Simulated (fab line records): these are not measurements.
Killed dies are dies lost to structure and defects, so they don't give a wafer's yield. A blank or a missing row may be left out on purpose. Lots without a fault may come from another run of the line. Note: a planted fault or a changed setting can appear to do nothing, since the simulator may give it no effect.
Matching of chambers	flow nand_harc	ald_hk-03 running NHARC_A_CHANNEL_FILL_D1_ALD_02: 4 sister chambers
The step deposits SiO2, target thk 6 nm, pulse time 10 s, ald cycles 60. 4 wafers are shown with their chamber, then 7 later ones without.

## EACH WAFER AND ITS CHAMBER
wafer	chamber	heater_power_w (W)
L088.1	0	319
L088.4	3	465
L093.1	2	504
L093.4	1	451

## WAFERS WITH NO CHAMBER GIVEN
wafer	heater_power_w (W)
L093.5	328
L095.2	454
L095.5	327
L095.6	438
L094.2	453
L094.4	460
L094.6	503

## WHICH CHAMBER EACH ONE RAN IN
wafer	from the rows above	in truth
L093.5	0	0
L095.2	can't be placed: 1 or 3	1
L095.5	0	0
L095.6	can't be placed: 1 or 3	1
L094.2	can't be placed: 1 or 3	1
L094.4	can't be placed: 3 or 1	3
L094.6	2	2
Placed correctly: 3 of 7. Not placeable from these rows: 4 (in 4, the candidates include the true chamber). Number placed wrongly: 0.
How it was worked out, from the rows above alone: a wafer's distance from a chamber is the root of the sum, over the readings, of the square of ((its reading less the chamber's mean) divided by the reading's scatter). The wafer belongs to the nearest chamber; if the next one is less than 2 further off, it can't be placed. For every chamber, the mean is computed from those of its wafers that are shown. The scatter: with one shown wafer a chamber, the root of the mean of the squares of how far each hidden wafer lies from its nearest shown one.
